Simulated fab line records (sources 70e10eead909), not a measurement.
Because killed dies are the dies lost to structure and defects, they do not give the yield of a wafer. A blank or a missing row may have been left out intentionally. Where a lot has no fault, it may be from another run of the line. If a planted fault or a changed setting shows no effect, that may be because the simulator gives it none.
A struck lot beside a sound one    flow nand_harc    17 steps out of a route of 1159
Sound: the wafers L360.3, L360.4, L360.6. Wafers struck: L369.3, L369.4, L369.5. The cause is named last.
For every step that has rows: the tool of each side, followed by ch and its chambers, followed by its first start. Under that, the readings that differ: sound wafers    struck wafers    difference of the means    sigmas: that difference in standard deviations of wafers without a fault.
alike: words and numbers the same on both sides, and readings whose means are apart by under 2 such deviations; not compared: readings that were withheld, readings missing a value for some wafer, numbers with overlapping values and no deviation given by the record, and bounds like >300 which may hide the same value.
Wherever a step has rows on one side only, a row that says differs or no value, or a row with sigmas, the two part there. Non-overlapping numbers with no deviation appear without sigmas and do not part them. A reading that every wafer of one side lacks parts them only if that side has two wafers or more.

NHARC_P_M2_INSPECT_11:
  sound: defect_inspect-01 at day 6 06:31; struck: defect_inspect-02 at day 8 06:50
reading           sound    struck  difference  sigmas
raw_defect_count  11 6 12  1 4 5   -6          -2
NHARC_P_M2_DESCUM_14: chemistry O2, time 3 s.
  sound on rie_diel-07 ch 2,3, day 6 06:34; struck on rie_diel-05 ch 0,1,3, day 8 06:55
  alike: drypump_motor_current_A, oes_product_au, rf_vpp_V, showerhead_plenum_p_Torr, throttle_valve_pct
  not compared: rf_hours_counter_h
NHARC_P_M2_ETCH_35: etches the open film in N2/H2, target depth 40 nm, overetch 12 nm, time 43.94 s.
  sound on rie_diel-07 ch 1,2, day 6 06:40; struck on rie_diel-05 ch 0,2,3, day 8 06:59
  alike: drypump_motor_current_A, oes_product_au, rf_vpp_V, showerhead_plenum_p_Torr, throttle_valve_pct
  not compared: rf_hours_counter_h
then, 1 step without rows for these wafers: NHARC_P_M2_ETCH_15 (etches the open film in C4F8/Ar, target depth 182.5 nm, time 91.2 s).
NHARC_P_M2_CD_MEAS_16:
  sound: cd_sem-02 at day 6 06:53; struck: cd_sem-03 at day 8 07:13
  alike: cd_nm
NHARC_P_M2_STRIP_18: strips in N2/H2.
  sound on rie_diel-07 ch 1,2,3, day 6 07:01; struck on rie_diel-07 ch 0,1, day 8 07:19
  alike: drypump_motor_current_A, oes_product_au, rf_vpp_V, showerhead_plenum_p_Torr, throttle_valve_pct
  not compared: rf_hours_counter_h
then, 2 steps without rows for these wafers: NHARC_P_M2_ETCH_28 (etches the open film in CF4/N2, target depth 30 nm, time 72.99 s); NHARC_P_M2_STRIP_19 (strips in post etch residue remover, time 600 s).
NHARC_P_M2_DEGAS_29: time 60 s.
  sound: pvd_sputter-01 at day 6 07:37; struck: pvd_sputter-03 at day 8 07:56
  alike: heater_power_w
NHARC_P_M2_PRE_CLEAN_30: time 30 s.
  sound on pvd_sputter-01; struck on pvd_sputter-03
  alike: heater_power_w
then, 2 steps without rows for these wafers: NHARC_P_M2_PVD_20 (deposits TaN, target thk 5 nm, time 8.06 s); NHARC_P_M2_PVD_21 (deposits Cu, target thk 30 nm, time 20.49 s).
NHARC_P_M2_ECD_22: material Cu, target thk 400 nm.
  sound on ecd_cu-02 ch 0,1, day 6 08:04; struck on ecd_cu-01 ch 0,1, day 8 09:17
then, 1 step without rows for these wafers: NHARC_P_M2_ANNEAL_31 (time 90 s).
NHARC_P_M2_CMP_23: polishes, t overpolish 20 s, target thk 144.3 nm.
  sound on cmp-03 ch 0,2,3, day 6 08:49; struck on cmp-01 ch 0,1,2, day 8 09:58
reading                 sound           struck          difference  sigmas
time_to_endpoint_s (s)  29.8 33.9 35.0  56.2 60.1 58.1  +25.2       +11
  alike: motor_current_A
NHARC_P_M2_THK_MEAS_24: measures by xrf.
  sound: film_metro-01 at day 6 09:06; struck: film_metro-01 at day 8 10:16
  alike: thk_nm
-- jump in the record: it breaks off in module P_M2 and resumes in module END (first step shown: number 1159 of the route), and 13 days separate the struck wafers' starts before and after --
NHARC_END_SORT_01:
  the record has rows for the struck wafers here (prober-01 ch 0, day 21 02:19) and none for the sound ones

WHERE THEY PART
First at NHARC_P_M2_INSPECT_11; last, within this record, at NHARC_END_SORT_01.

WHY: the cause the simulator had injected
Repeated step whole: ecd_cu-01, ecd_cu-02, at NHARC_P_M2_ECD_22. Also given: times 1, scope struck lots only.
